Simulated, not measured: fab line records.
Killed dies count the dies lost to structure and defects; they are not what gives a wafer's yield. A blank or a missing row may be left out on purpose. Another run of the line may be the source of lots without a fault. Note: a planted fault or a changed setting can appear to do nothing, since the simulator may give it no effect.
fab line records	flow n5Finfet	part 1 of 2: steps 1 to 21 of 28
record lots=5	wafers=15	lastDay=16
route steps=1938 shown DUMMY_GATE@257 SPACER0@258 SD_EPI_N@262
lots untouched by any fault: they come from a run of this same line in which no faults occurred
startH: the number of hours between the record's first day and the start of the first shown wafer of the lot	waitH: how many hours have passed since the lot's step before this one	" repeats the value in the row above	L1.1+2: several wafers, shown together as one row	- value missing, or start not given	* or withheld: withheld	< > ~ a bound
route shown NAME@n: names a module that has steps shown in the file, with the first one's number in the route	usual: the fault-free wafers' mean and standard deviation	same: alike in all rows	chamber/n: place in a boat	sites: readings site by site	_std_site: standard deviation of those values	_edge_site: the outer-site mean with the inner-site mean subtracted	radiusMm: how far each site lies from the wafer's centre	mask NAME#n: copy n	behind: tool/chamber where the wafer was last shaped	hold: why the lot went on hold/how many hours it stayed there/how the hold came to an end	device: transistor that didn't switch, given as n, p or np	end of line: the route-end tests of the same wafers	for a step that has no rows: nothing shown but its recipe	killed: not the wafer's yield, but the dies lost to structure and defects at the first sort	map: a wafer's dies, x killed, . not, _ none there
set.NAME: the run value of the setting; set.NAME@STEP: its run value at that earlier step	model.NAME: the simulator's own value behind a step, which no gauge read
a table for each step, a row for each wafer; lots at some steps of the route
services: a tool's chamber out of use, with start hour (startH, from the record's first day; less than 0 if before it), hours out, and reason
## steps
# step N5_DUMMY_GATE_INSPECT_27
# recipe inspectInstrument=brightfield	mode=aei
# usual rawDefectCount=316/87
lot.wafer	tool	chamber	startH	waitH	rawDefectCount
L078.3	defectInspect-01	-	72.12	0.0	302
L078.5	"	-	"	"	392
L078.6	"	-	"	"	398
L081.1	defectInspect-02	-	91.69	0.0	273
L081.2	"	-	"	"	408
L081.5	"	-	"	"	407
L085.1	defectInspect-02	-	114.79	0.0	259
L085.3	"	-	"	"	210
L085.5	"	-	"	"	351
L088.2	defectInspect-01	-	129.56	0.0	375
L088.3	"	-	"	"	370
L088.6	"	-	"	"	285
L091.3	defectInspect-01	-	148.01	0.0	210
L091.5	"	-	"	"	215
L091.6	"	-	"	"	256
# step N5_SPACER0_ALD_07
# recipe material=SiNx	targetThkA=20	tempC=400	aldPrecursorFamily=SiH2I2	aldCoReactant=N2/H2-plasma	pressureTorr=2
# usual heaterPowerW=828/75
lot.wafer	tool	chamber	startH	waitH	heaterPowerW
L078.3	aldSin-01	2	72.59	0.5	777
L078.5	"	2	"	"	767
L078.6	"	3	"	"	814
L081.1	aldSin-03	0	91.90	0.2	840
L081.2	"	3	"	"	898
L081.5	"	2	"	"	761
L085.1	aldSin-03	3	114.83	0.0	906
L085.3	"	2	"	"	755
L085.5	"	2	"	"	754
L088.2	aldSin-02	3	129.60	0.0	763
L088.3	"	2	"	"	1018
L088.6	"	3	"	"	770
L091.3	aldSin-01	0	148.52	0.5	804
L091.5	"	1	"	"	893
L091.6	"	2	"	"	724
# step N5_SPACER0_ALD_00
# recipe material=SiOCN	targetThkA=35	tempC=400	aldPrecursorFamily=alkyl-aminosilane	aldCoReactant=O2/N2-plasma	pulseTimeS=3	purgeTimeS=2	coReactantPurgeTimeS=2	aldCycles=58	pressureTorr=2
# usual heaterPowerW=827/75	precursorPulseHeightRel=1.003/0.021
# same purgeTimeS=2
lot.wafer	tool	chamber	startH	waitH	heaterPowerW	precursorPulseHeightRel
L078.3	aldSin-01	2	72.74	0.1	750	0.984
L078.5	"	2	"	"	770	1.011
L078.6	"	3	"	"	832	1.020
L081.1	aldSin-03	0	92.06	0.1	849	1.016
L081.2	"	3	"	"	868	1.012
L081.5	"	2	"	"	746	1.022
L085.1	aldSin-03	3	114.98	0.1	871	1.008
L085.3	"	2	"	"	758	0.966
L085.5	"	2	"	"	754	0.982
L088.2	aldSin-02	3	129.75	0.1	746	1.025
L088.3	"	2	"	"	999	0.999
L088.6	"	3	"	"	766	1.057
L091.3	aldSin-01	0	148.68	0.1	820	0.978
L091.5	"	1	"	"	892	0.990
L091.6	"	2	"	"	718	1.015
# step N5_SPACER0_ALD_08
# recipe material=SiNx	targetThkA=20	tempC=400	aldPrecursorFamily=SiH2I2	aldCoReactant=N2/H2-plasma	pressureTorr=2
# usual heaterPowerW=827/74
lot.wafer	tool	chamber	startH	waitH	heaterPowerW
L078.3	aldSin-01	2	73.00	0.1	763
L078.5	"	2	"	"	779
L078.6	"	3	"	"	822
L081.1	aldSin-03	0	92.31	0.1	844
L081.2	"	3	"	"	868
L081.5	"	2	"	"	753
L085.1	aldSin-03	3	115.24	0.1	863
L085.3	"	2	"	"	742
L085.5	"	2	"	"	760
L088.2	aldSin-02	3	130.01	0.1	758
L088.3	"	2	"	"	994
L088.6	"	3	"	"	760
L091.3	aldSin-01	0	148.93	0.1	805
L091.5	"	1	"	"	873
L091.6	"	2	"	"	739
# step N5_SPACER0_INSPECT_04
# recipe inspectInstrument=darkfield	mode=postDep
# usual rawDefectCount=144/33
lot.wafer	tool	chamber	startH	waitH	rawDefectCount
L078.3	defectInspect-01	-	73.16	0.1	159
L078.5	"	-	"	"	157
L078.6	"	-	"	"	181
L081.1	defectInspect-02	-	92.47	0.1	154
L081.2	"	-	"	"	184
L081.5	"	-	"	"	191
L085.1	defectInspect-01	-	115.40	0.1	139
L085.3	"	-	"	"	103
L085.5	"	-	"	"	184
L088.2	defectInspect-02	-	130.17	0.1	160
L088.3	"	-	"	"	132
L088.6	"	-	"	"	113
L091.3	defectInspect-01	-	149.09	0.1	173
L091.5	"	-	"	"	91
L091.6	"	-	"	"	130
# step N5_SD_EPI_N_COAT_32
# recipe resist=SOC	tempC=250	timeS=60	spinRpm=1500	resistThkNm=350
# usual dispensePressureKPa=50/3.9
lot.wafer	tool	chamber	startH	waitH	dispensePressureKPa
L078.3	lithoTrack-01	0	73.19	0.0	45
L078.5	"	0	"	"	45
L078.6	"	0	"	"	45
L081.1	lithoTrack-01	0	92.50	0.0	45
L081.2	"	0	"	"	45
L081.5	"	0	"	"	45
L085.1	lithoTrack-04	0	115.43	0.0	50
L085.3	"	0	"	"	50
L085.5	"	0	"	"	50
L088.2	lithoTrack-04	0	130.20	0.0	50
L088.3	"	0	"	"	50
L088.6	"	0	"	"	50
L091.3	lithoTrack-03	0	149.13	0.0	54
L091.5	"	0	"	"	54
L091.6	"	0	"	"	54
# step N5_SD_EPI_N_COAT_33
# recipe resist=SiARC	tempC=220	timeS=60	spinRpm=1500	resistThkNm=35
# usual dispensePressureKPa=50/3.9
lot.wafer	tool	chamber	startH	waitH	dispensePressureKPa
L078.3	lithoTrack-01	0	-	-	45
L078.5	"	0	"	"	45
L078.6	"	0	"	"	45
L081.1	lithoTrack-01	0	-	-	45
L081.2	"	0	"	"	45
L081.5	"	0	"	"	45
L085.1	lithoTrack-04	0	-	-	50
L085.3	"	0	"	"	50
L085.5	"	0	"	"	50
L088.2	lithoTrack-04	0	-	-	50
L088.3	"	0	"	"	50
L088.6	"	0	"	"	50
L091.3	lithoTrack-03	0	-	-	54
L091.5	"	0	"	"	54
L091.6	"	0	"	"	54
# step N5_SD_EPI_N_COAT_03
# recipe resist=CAR-ArF-block	spinRpm=1500	resistThkNm=150
# usual dispensePressureKPa=50/3.9
lot.wafer	tool	chamber	startH	waitH	dispensePressureKPa
L078.3	lithoTrack-01	0	-	-	45
L078.5	"	0	"	"	45
L078.6	"	0	"	"	45
L081.1	lithoTrack-01	0	-	-	45
L081.2	"	0	"	"	45
L081.5	"	0	"	"	45
L085.1	lithoTrack-04	0	-	-	50
L085.3	"	0	"	"	50
L085.5	"	0	"	"	50
L088.2	lithoTrack-04	0	-	-	50
L088.3	"	0	"	"	50
L088.6	"	0	"	"	50
L091.3	lithoTrack-03	0	-	-	54
L091.5	"	0	"	"	54
L091.6	"	0	"	"	54
# step N5_SD_EPI_N_EBR_05
# recipe solvent=PGMEA	ebrWidthMm=1.5
lot.wafer	tool	chamber	startH	waitH
L078.3+5+6	lithoTrack-01	0	-	-
L081.1+2+5	lithoTrack-01	0	-	-
L085.1+3+5	lithoTrack-04	0	-	-
L088.2+3+6	lithoTrack-04	0	-	-
L091.3+5+6	lithoTrack-03	0	-	-
# step N5_SD_EPI_N_SOFTBAKE_04
# recipe tempC=110	timeS=60	resist=CAR-ArF-block
lot.wafer	tool	chamber	startH	waitH
L078.3+5+6	lithoTrack-01	0	-	-
L081.1+2+5	lithoTrack-01	0	-	-
L085.1+3+5	lithoTrack-04	0	-	-
L088.2+3+6	lithoTrack-04	0	-	-
L091.3+5+6	lithoTrack-03	0	-	-
# step N5_SD_EPI_N_EXPOSE_06
# recipe maskId=SD_N_BLK	na=1.35	sourceShape=conventional	sigmaOuter=0.8	polarization=unpolarized	targetCdNm=120	doseMj=39.75
# usual exposureDoseMJCm2=39.73/0.04	reticleTempC=23.01/0.1	stageVelMmS=499.99/0.25
# same na=1.35
lot.wafer	tool	chamber	startH	waitH	mask	exposureDoseMJCm2	reticleTempC	stageVelMmS
L078.3	arfiScanner-02	0	73.44	-	SD_N_BLK#0	39.71	23.08	499.53
L078.5	"	0	"	"	SD_N_BLK#0	39.71	23.03	500.10
L078.6	"	0	"	"	SD_N_BLK#0	39.68	23.08	500.04
L081.1	arfiScanner-02	0	92.74	-	SD_N_BLK#0	39.69	23.05	499.69
L081.2	"	0	"	"	SD_N_BLK#0	39.68	22.99	499.91
L081.5	"	0	"	"	SD_N_BLK#0	39.66	22.92	499.70
L085.1	arfiScanner-02	0	115.55	-	SD_N_BLK#0	39.72	22.99	499.88
L085.3	"	0	"	"	SD_N_BLK#0	39.76	23.11	499.74
L085.5	"	0	"	"	SD_N_BLK#0	39.68	23.11	499.63
L088.2	arfiScanner-03	0	130.45	-	SD_N_BLK#0	39.73	23.24	499.89
L088.3	"	0	"	"	SD_N_BLK#0	39.68	22.96	499.91
L088.6	"	0	"	"	SD_N_BLK#0	39.73	23.13	499.59
L091.3	arfiScanner-03	0	149.38	-	SD_N_BLK#0	39.70	22.96	499.75
L091.5	"	0	"	"	SD_N_BLK#0	39.70	22.86	499.64
L091.6	"	0	"	"	SD_N_BLK#0	39.69	23.06	499.56
# step N5_SD_EPI_N_PEB_07
# recipe pebTempC=110	pebTimeS=60	resist=CAR-ArF-block
lot.wafer	tool	chamber	startH	waitH
L078.3+5+6	lithoTrack-04	0	73.49	0.0
L081.1+2+5	lithoTrack-04	0	92.80	0.1
L085.1+3+5	lithoTrack-03	0	115.60	0.1
L088.2+3+6	lithoTrack-01	0	130.50	0.0
L091.3+5+6	lithoTrack-01	0	149.43	0.0
# step N5_SD_EPI_N_DEVELOP_08
# recipe developTimeS=30	developer=TMAH	resist=CAR-ArF-block	devTempC=23	rinseLiquid=diw	dry=airSpin
lot.wafer	tool	chamber	startH	waitH
L078.3+5+6	lithoTrack-04	0	-	-
L081.1+2+5	lithoTrack-04	0	-	-
L085.1+3+5	lithoTrack-03	0	-	-
L088.2+3+6	lithoTrack-01	0	-	-
L091.3+5+6	lithoTrack-01	0	-	-
# step N5_SD_EPI_N_CD_MEAS_09
# recipe targetCdNm=120	landingEnergyEv=500	detector=seInlens
# usual cdNm=120.1/0.63
lot.wafer	tool	chamber	startH	waitH	cdNm
L078.3	cdSem-03	0	73.56	-	120.9
L078.5	"	0	"	"	120.5
L078.6	"	0	"	"	120.1
L081.1	cdSem-01	0	92.87	-	119.2
L081.2	"	0	"	"	120.0
L081.5	"	0	"	"	119.6
L085.1	cdSem-03	0	115.67	-	120.3
L085.3	"	0	"	"	119.5
L085.5	"	0	"	"	120.6
L088.2	cdSem-03	0	130.57	-	120.4
L088.3	"	0	"	"	120.6
L088.6	"	0	"	"	120.0
L091.3	cdSem-02	0	149.49	-	120.4
L091.5	"	0	"	"	120.0
L091.6	"	0	"	"	119.9
# step N5_SD_EPI_N_OVL_MEAS_10
# recipe pointsPerWafer=44
# usual SD_N_BLK_OVL=-0.5/0.68
# same pointsPerWafer=44
lot.wafer	tool	chamber	startH	waitH	SD_N_BLK_OVL[nm]
L078.3	overlay-01	0	73.58	0.0	-0.5
L078.5	"	0	"	"	-1.2
L078.6	"	0	"	"	-1.9
L081.1	overlay-01	0	92.90	0.0	-1.1
L081.2	"	0	"	"	0.2
L081.5	"	0	"	"	-0.5
L085.1	overlay-02	0	115.70	0.0	-0.7
L085.3	"	0	"	"	-0.2
L085.5	"	0	"	"	-0.2
L088.2	overlay-01	0	130.59	0.0	-1.0
L088.3	"	0	"	"	-0.9
L088.6	"	0	"	"	-1.4
L091.3	overlay-02	0	149.52	0.0	-1.3
L091.5	"	0	"	"	-0.3
L091.6	"	0	"	"	-0.7
# step N5_SD_EPI_N_INSPECT_11
# recipe mode=adi	inspectInstrument=macro
# usual rawDefectCount=2.3/1.6
lot.wafer	tool	chamber	startH	waitH	rawDefectCount
L078.3	defectInspect-02	-	73.61	0.0	1
L078.5	"	-	"	"	1
L078.6	"	-	"	"	4
L081.1	defectInspect-01	-	92.92	0.0	6
L081.2	"	-	"	"	0
L081.5	"	-	"	"	3
L085.1	defectInspect-02	-	115.73	0.0	4
L085.3	"	-	"	"	1
L085.5	"	-	"	"	0
L088.2	defectInspect-01	-	130.62	0.0	3
L088.3	"	-	"	"	5
L088.6	"	-	"	"	2
L091.3	defectInspect-01	-	149.56	0.0	2
L091.5	"	-	"	"	3
L091.6	"	-	"	"	1
# step N5_SD_EPI_N_DESCUM_14
# recipe chemistry=O2	timeS=7.9	sourcePowerW=50	biasPowerW=20	pressureMtorr=20	rfFrequencyHz=2.712e+07	tempC=40	resist=CAR-ArF-block	o2FlowSccm=225
# usual drypumpMotorCurrentA=5.6/0.32	oesProductAu=0.78/0.073	rfFwdPowerW=49.46/0.19	rfVppV=243.7/1.2	showerheadPlenumPTorr=2.13/0.057	throttleValvePct=20.5/0.33
lot.wafer	tool	chamber	startH	waitH	drypumpMotorCurrentA	oesProductAu	rfFwdPowerW	rfHoursCounterH	rfVppV	showerheadPlenumPTorr	throttleValvePct
L078.3	rieDiel-03	0	73.64	0.0	5.3	0.71	49.24	211	244.4	2.17	20.9
L078.5	"	2	"	"	6.3	0.75	49.52	-	242.5	2.11	20.6
L078.6	"	3	"	"	5.1	0.77	49.42	-	244.3	2.12	20.5
L081.1	rieDiel-01	1	92.96	0.0	5.5	0.78	49.32	145	244.5	2.18	20.5
L081.2	"	2	"	"	5.7	0.70	49.68	201	243.6	2.18	20.9
L081.5	"	2	"	"	5.7	0.71	49.51	-	244.5	2.18	20.9
L085.1	rieDiel-01	2	115.76	0.0	5.7	0.70	49.55	210	244.1	2.18	21.0
L085.3	"	1	"	"	5.5	0.77	49.51	153	245.4	2.18	20.5
L085.5	"	2	"	"	5.7	0.69	49.65	-	243.7	2.18	21.0
L088.2	rieDiel-06	2	130.72	0.1	5.5	0.83	49.67	67	243.6	2.10	20.3
L088.3	"	3	"	"	5.1	0.73	49.55	162	244.3	2.19	20.9
L088.6	"	3	"	"	5.1	0.73	49.87	-	243.9	2.19	20.9
L091.3	rieDiel-03	1	149.59	0.0	5.8	0.79	49.56	106	242.8	2.13	20.5
L091.5	"	1	"	"	5.8	0.79	49.40	-	243.6	2.13	20.5
L091.6	"	0	"	"	5.3	0.69	49.56	-	243.5	2.16	20.9
# step N5_SD_EPI_N_ETCH_34
# recipe chemistry=CF4	target=SiARC	targetDepthA=455	maskMaterial=CAR-ArF-block	timeS=75.8	ionEnergyEv=80	pressureMtorr=40	sourceW=545	biasW=36	Ar_flow_sccm=100	cf4FlowSccm=100	ends=cleared
# usual cf4FlowSccm=99.97/0.26	drypumpMotorCurrentA=5.6/0.32	etchRfOnTimeS=76.4/2	oesProductAu=0.66/0.063	rfFwdPowerW=540.2/2	rfVppV=184.6/0.99	showerheadPlenumPTorr=2.18/0.05	throttleValvePct=15.68/0.29
lot.wafer	tool	chamber	startH	waitH	cf4FlowSccm	drypumpMotorCurrentA	etchRfOnTimeS	oesProductAu	rfFwdPowerW	rfHoursCounterH	rfVppV	showerheadPlenumPTorr	throttleValvePct
L078.3	rieDiel-03	0	73.68	0.0	99.97	5.3	77.1	0.60	542.1	211	185.1	2.21	16.02
L078.5	"	2	"	"	100.24	6.3	78.9	0.63	541.3	-	183.9	2.13	15.63
L078.6	"	3	"	"	100.26	5.1	75.5	0.65	539.6	-	183.7	2.16	15.61
L081.1	rieDiel-01	1	92.99	0.0	99.91	5.5	75.1	0.67	538.9	145	185.7	2.24	15.77
L081.2	"	2	"	"	99.57	5.7	80.1	0.59	541.3	201	184.3	2.21	15.96
L081.5	"	2	"	"	100.10	5.7	79.4	0.60	541.3	-	185.3	2.21	15.96
L085.1	rieDiel-01	2	115.79	0.0	100.22	5.7	79.6	0.59	543.0	210	184.8	2.21	15.97
L085.3	"	1	"	"	99.77	5.5	75.9	0.67	539.7	153	184.2	2.23	15.79
L085.5	"	2	"	"	100.41	5.7	78.9	0.59	541.8	-	183.7	2.21	15.96
L088.2	rieDiel-06	2	130.75	0.0	100.29	5.5	75.0	0.72	541.0	67	184.5	2.16	15.56
L088.3	"	3	"	"	100.08	5.1	75.6	0.63	539.8	162	184.4	2.24	16.04
L088.6	"	3	"	"	99.86	5.1	75.6	0.62	541.8	-	185.3	2.24	16.04
L091.3	rieDiel-03	1	149.62	0.0	99.99	5.8	78.1	0.66	538.3	106	183.9	2.17	15.54
L091.5	"	1	"	"	100.10	5.8	77.7	0.67	535.5	-	184.3	2.17	15.54
L091.6	"	0	"	"	99.73	5.3	78.8	0.58	542.9	-	184.1	2.20	16.07
# step N5_SD_EPI_N_ETCH_35
# recipe chemistry=N2/H2	target=SOC	overetchA=1080	maskMaterial=SiARC	tempC=40	ionEnergyEv=100	sourceW=3000	biasW=133	pressureMtorr=20	timeS=486	n2FlowSccm=200	h2FlowSccm=200
# usual drypumpMotorCurrentA=5.6/0.32	oesProductAu=0.70/0.062	rfFwdPowerW=2995/8.8	rfVppV=241.2/1.2	showerheadPlenumPTorr=2.58/0.066	throttleValvePct=23.8/0.38
lot.wafer	tool	chamber	startH	waitH	drypumpMotorCurrentA	oesProductAu	rfFwdPowerW	rfHoursCounterH	rfVppV	showerheadPlenumPTorr	throttleValvePct
L078.3	rieDiel-03	0	73.73	0.0	5.3	0.64	2997	211	241.2	2.59	23.7
L078.5	"	2	"	"	6.3	0.68	2998	-	240.9	2.52	23.4
L078.6	"	3	"	"	5.1	0.68	3003	-	240.0	2.56	24.0
L081.1	rieDiel-01	1	93.05	0.0	5.4	0.70	3001	145	242.6	2.66	23.9
L081.2	"	2	"	"	5.7	0.64	2995	201	240.2	2.63	24.5
L081.5	"	2	"	"	5.7	0.64	2990	-	242.3	2.63	24.5
L085.1	rieDiel-01	2	115.85	0.0	5.7	0.64	3001	210	242.2	2.63	24.5
L085.3	"	1	"	"	5.5	0.70	2996	153	240.9	2.66	23.9
L085.5	"	2	"	"	5.7	0.63	3010	-	242.6	2.63	24.5
L088.2	rieDiel-06	2	130.81	0.0	5.5	0.74	2993	67	240.3	2.57	23.8
L088.3	"	3	"	"	5.1	0.66	3007	162	241.9	2.65	24.6
L088.6	"	3	"	"	5.2	0.65	3009	-	242.1	2.65	24.6
L091.3	rieDiel-03	1	149.68	0.0	5.8	0.70	2987	106	239.7	2.54	23.5
L091.5	"	1	"	"	5.8	0.70	2995	-	242.8	2.54	23.5
L091.6	"	0	"	"	5.3	0.61	3007	-	241.6	2.58	23.8
# step N5_SD_EPI_N_STRIP_36
# recipe chemistry=N2/H2	tempC=40	n2FlowSccm=200	h2FlowSccm=200	rfFrequencyHz=6e+07
lot.wafer	tool	chamber	startH	waitH
L078.3+5+6	rieDiel-03	0,2,3	74.05	0.2
L081.1+2+5	rieDiel-01	1,2,2	93.36	0.2
L085.1+3+5	rieDiel-01	2,1,2	116.17	0.2
L088.2+3+6	rieDiel-06	2,3,3	131.12	0.2
L091.3+5+6	rieDiel-03	1,1,0	149.99	0.2
# step N5_SD_EPI_N_ETCHBACK_44
# recipe chemistry=CH3F/O2	mode=anisotropicEtchback	target=SiNx	targetDepthA=145	stopOn=SiO2	overEtchFrac=0.3	ionEnergyEv=120	pressureMtorr=30	sourceW=395	biasW=73	Ar_flow_sccm=150	CH3F_flow_sccm=30	O2_flow_sccm=20
# usual CH3F_flow_sccm=30.01/0.085	drypumpMotorCurrentA=5.6/0.32	oesProductAu=0.67/0.059	rfFwdPowerW=393.3/1.1	rfVppV=297/5.8	showerheadPlenumPTorr=2.03/0.05	throttleValvePct=16.4/0.31
lot.wafer	tool	chamber	startH	waitH	CH3F_flow_sccm	drypumpMotorCurrentA	oesProductAu	rfFwdPowerW	rfHoursCounterH	rfVppV	showerheadPlenumPTorr	throttleValvePct
L078.3	rieDiel-03	0	74.06	0.0	29.96	5.3	0.61	394.0	211	297	2.08	16.9
L078.5	"	2	"	"	29.92	6.2	0.64	392.9	-	300	1.99	16.4
L078.6	"	3	"	"	30.00	5.1	0.66	393.0	-	294	2.01	16.3
L081.1	rieDiel-01	1	93.37	0.0	30.01	5.5	0.67	391.7	145	299	2.08	16.4
L081.2	"	2	"	"	30.05	5.7	0.60	393.3	201	304	2.07	16.7
L081.5	"	2	"	"	30.12	5.7	0.60	391.6	-	301	2.07	16.7
L085.1	rieDiel-01	2	116.18	0.0	29.91	5.6	0.61	394.8	210	303	2.06	16.7
L085.3	"	1	"	"	29.96	5.5	0.67	392.3	153	297	2.08	16.5
L085.5	"	2	"	"	29.92	5.7	0.61	393.8	-	303	2.06	16.7
L088.2	rieDiel-06	2	131.13	0.0	30.07	5.5	0.71	392.4	67	301	2.02	16.3
L088.3	"	3	"	"	30.04	5.1	0.63	393.6	162	283	2.10	16.8
L088.6	"	3	"	"	30.07	5.1	0.62	393.2	-	283	2.10	16.8
L091.3	rieDiel-03	1	150.00	0.0	30.01	5.7	0.67	392.6	106	306	2.01	16.2
L091.5	"	1	"	"	29.97	5.8	0.67	393.0	-	306	2.01	16.2
L091.6	"	0	"	"	30.16	5.3	0.60	393.5	-	299	2.07	16.9
